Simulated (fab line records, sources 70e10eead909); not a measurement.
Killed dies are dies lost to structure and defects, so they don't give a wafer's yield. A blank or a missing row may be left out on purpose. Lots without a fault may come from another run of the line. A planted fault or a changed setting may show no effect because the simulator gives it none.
Chamber matching | flow nand_harc | NHARC_A_BONDPAD_DESCUM_11 on rie_diel-10: 4 sister chambers
The step chemistry O2, time 3 s. 4 wafers are shown with their chamber, then 8 later ones without.

WAFERS WITH THEIR CHAMBER
wafer  | chamber | drypump_motor_current_A (A)
L707.4 | 3       | 5.6
L708.1 | 2       | 6.1
L708.5 | 1       | 4.8
L708.6 | 0       | 6.4

WAFERS WITHOUT THEIR CHAMBER
wafer  | drypump_motor_current_A (A)
L714.1 | 4.8
L714.2 | 6.5
L718.1 | 4.8
L718.3 | 6.5
L718.4 | 6.1
L720.2 | 4.8
L720.5 | 4.8
L720.6 | 6.1

WHICH CHAMBER EACH WENT THROUGH
wafer  | from the rows above | in truth
L714.1 | 1                   | 1
L714.2 | 0                   | 0
L718.1 | 1                   | 1
L718.3 | 0                   | 0
L718.4 | 2                   | 2
L720.2 | 1                   | 1
L720.5 | 1                   | 1
L720.6 | 2                   | 2
Placed correctly: 8 of 8. Can't be placed from these rows: 0. Placed wrongly: 0.
How it was worked out, from the rows above alone: a wafer's distance from a chamber is the root of the sum, over the readings, of the square of ((its reading less the chamber's mean) divided by the reading's scatter). The wafer belongs to the nearest chamber; if the next one is less than 2 further off, it can't be placed. A chamber's mean is the mean of its shown wafers. The scatter: with one shown wafer a chamber, the root of the mean of the squares of how far each hidden wafer lies from its nearest shown one.
